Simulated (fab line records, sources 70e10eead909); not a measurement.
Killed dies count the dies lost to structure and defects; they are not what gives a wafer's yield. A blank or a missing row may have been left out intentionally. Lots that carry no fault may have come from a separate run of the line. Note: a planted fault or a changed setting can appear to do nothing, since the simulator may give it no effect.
Problem report, 8D (eight disciplines) form, completed by code | flow nand harc | the parts of the form that need people (team, actions taken, sign-off) are left out

== 1. WHAT WENT WRONG ==
Wafers without a fault read 59, standard deviation 16; raw defect count at NHARC_A_CHANNEL_HOLE_D1_INSPECT_40 reads a mean of 645 on 6 wafers belonging to 2 lots. That puts it +37 standard deviations away from the usual mean.
Seen first at day 13 07:07 on defect inspect-01, wafer L849.1. The record has a number at this step for 33 wafers belonging to 11 lots. Rule for "out", or "out of limits": more than 4 standard deviations from the usual mean. The other wafers with a number count as sound.

== 2. WHAT IT IS; WHAT IT IS NOT ==
question                    | is                     | is not
which readings at this step | raw defect count       | -
which lots                  | L847, L849             | L830, L831, L834, L835, L836, L839, L840, L842, L848
which wafers of those lots  | all that have a number | -
read on which gauges        | defect inspect-01      | defect inspect-02
when                        | from day 13 07:07      | up to then (24 sound wafers); but 3 sound wafers of L848 came after

== 3. THE SUSPECTS, EACH WITH WHAT RULES IT OUT ==
Counting: a tool at a process step up to the reading stays a suspect if it ran every lot that is out and no sound lot after the first of them.
- the gauge at NHARC_A_CHANNEL_HOLE_D1_INSPECT_40: kept. All the wafers that are out were read on defect inspect-01, and no step on other tools shows them out.
- har etch-01 at NHARC_A_CHANNEL_HOLE_D1_ETCH_22 (etches the open film in C4F8/O2/Ar, time 666.7 s, target depth 1600 nm): kept. Every lot that is out went through it, starting with L849 (day 13 01:49), and after that it ran no sound lot; the last sound lot it ran before then is L839 (day 10 19:52).
- rie diel-01 at NHARC_A_CHANNEL_HOLE_D1_ETCH_44 (etches the open film in CF4/O2, target depth 140 nm, overetch 14 nm, time 77 s): kept. Every lot that is out went through it, starting with L849 (day 13 06:08), and after that it ran no sound lot; the last sound lot it ran before then is L839 (day 10 23:39).
- rie diel-01 at NHARC_A_CHANNEL_HOLE_D1_STRIP_27 (strips in O2): kept. Every lot that is out went through it, starting with L849 (day 13 07:07), and after that it ran no sound lot; the last sound lot it ran before then is L839 (day 11 00:44). NHARC_A_CHANNEL_HOLE_D1_STRIP_27 gives no start for some lots, so the hours and the order of its lots are those of NHARC_A_CHANNEL_HOLE_D1_INSPECT_40.
Left after counting: har etch-01 at NHARC_A_CHANNEL_HOLE_D1_ETCH_22, rie diel-01 at NHARC_A_CHANNEL_HOLE_D1_ETCH_44, rie diel-01 at NHARC_A_CHANNEL_HOLE_D1_STRIP_27, defect inspect-01 at NHARC_A_CHANNEL_HOLE_D1_INSPECT_40.

== 4. THE CAUSE (what the simulator had put in) ==
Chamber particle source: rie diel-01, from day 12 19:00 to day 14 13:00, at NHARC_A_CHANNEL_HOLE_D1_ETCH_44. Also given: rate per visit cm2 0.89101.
After counting, 4 suspects remain, this tool included.

== 5. SEQUENCE OF EFFECTS, ordered by route ==
Rows list readings where the struck wafers' mean (over those with a number) sits beyond 3 standard deviations from the usual. Only readings whose record carries a usual standard deviation are examined. hours: median over the lots of the time between each lot's start at the first step of this table that gives one and its start at this step. sigmas: the change, counted in usual standard deviations.
hours | step                               | reading          | usual | on struck wafers | change | sigmas
0     | NHARC_A_CHANNEL_HOLE_D1_INSPECT_40 | raw defect count | 59    | 645              | +586   | +37
259   | NHARC_END_SORT_01                  | killed at array  | 29    | 110              | +81    | +7.3
259   | NHARC_END_SORT_01                  | killed dies      | 33    | 116              | +83    | +6.9

== 6. WHAT WOULD HAVE CAUGHT IT SOONER ==
Counted from the fault's start at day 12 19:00, it took 12 hours until the first out-of-limits reading at a measuring or inspecting step in this record, taken at day 13 07:07.
No tool reading at NHARC_A_CHANNEL_HOLE_D1_ETCH_44 that has a usual standard deviation in the record was out on any struck wafer, so an alarm limit of 4 standard deviations on those readings would not have fired.
Of the lots that are out (2), L847 began NHARC_A_CHANNEL_HOLE_D1_ETCH_44 on rie diel-01 after day 13 07:07. Holding the tool at that time would have saved it.
